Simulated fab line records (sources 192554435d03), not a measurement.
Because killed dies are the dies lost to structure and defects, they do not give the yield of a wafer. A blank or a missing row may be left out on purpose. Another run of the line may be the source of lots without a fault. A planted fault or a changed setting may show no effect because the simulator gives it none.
Matching of chambers :: flow n5Finfet :: N5_BEOL_M5_PRE_CLEAN_77 on cvdCo-01 has 3 sister chambers
The step time 15 s. 6 wafers are shown with their chamber, then 10 later ones without.

## EACH WAFER AND ITS CHAMBER
wafer: L086.6
chamber: 2
heaterPowerW (W): 73
rfFwdPowerW (W): 296.1

wafer: L085.3
chamber: 0
heaterPowerW (W): 80
rfFwdPowerW (W): 299.1

wafer: L085.4
chamber: 2
heaterPowerW (W): 73
rfFwdPowerW (W): 297.4

wafer: L085.5
chamber: 1
heaterPowerW (W): 95
rfFwdPowerW (W): 295.7

wafer: L090.1
chamber: 0
heaterPowerW (W): 82
rfFwdPowerW (W): 297.2

wafer: L090.2
chamber: 1
heaterPowerW (W): 95
rfFwdPowerW (W): 297.1

## WAFERS WHOSE CHAMBER IS MISSING
wafer: L090.3
heaterPowerW (W): 73
rfFwdPowerW (W): 296.2

wafer: L089.1
heaterPowerW (W): 73
rfFwdPowerW (W): 298.2

wafer: L089.3
heaterPowerW (W): 81
rfFwdPowerW (W): 296.4

wafer: L089.4
heaterPowerW (W): 71
rfFwdPowerW (W): 298.2

wafer: L095.4
heaterPowerW (W): 80
rfFwdPowerW (W): 296.7

wafer: L095.5
heaterPowerW (W): 74
rfFwdPowerW (W): 297.5

wafer: L095.6
heaterPowerW (W): 97
rfFwdPowerW (W): 297.0

wafer: L094.3
heaterPowerW (W): 74
rfFwdPowerW (W): 296.6

wafer: L094.4
heaterPowerW (W): 74
rfFwdPowerW (W): 297.9

wafer: L094.6
heaterPowerW (W): 98
rfFwdPowerW (W): 295.2

## WHICH CHAMBER EACH ONE RAN IN
wafer: L090.3
from the rows above: 2
in truth: 2

wafer: L089.1
from the rows above: 2
in truth: 2

wafer: L089.3
from the rows above: 0
in truth: 0

wafer: L089.4
from the rows above: 2
in truth: 2

wafer: L095.4
from the rows above: 0
in truth: 0

wafer: L095.5
from the rows above: 2
in truth: 2

wafer: L095.6
from the rows above: 1
in truth: 1

wafer: L094.3
from the rows above: 2
in truth: 2

wafer: L094.4
from the rows above: 2
in truth: 2

wafer: L094.6
from the rows above: 1
in truth: 1
Correct placement for 10 of the 10. Not placeable from these rows: 0. 0 placed wrongly.
How it was worked out, from the rows above alone: a wafer's distance from a chamber is the root of the sum, over the readings, of the square of ((its reading less the chamber's mean) divided by the reading's scatter). The wafer belongs to the nearest chamber; if the next one is less than 2 further off, it can't be placed. The mean given for a chamber averages the wafers shown for that chamber. The scatter is the square root of a quotient: the sum, over the shown wafers, of each reading's squared deviation from its chamber's mean, divided by wafers minus chambers.
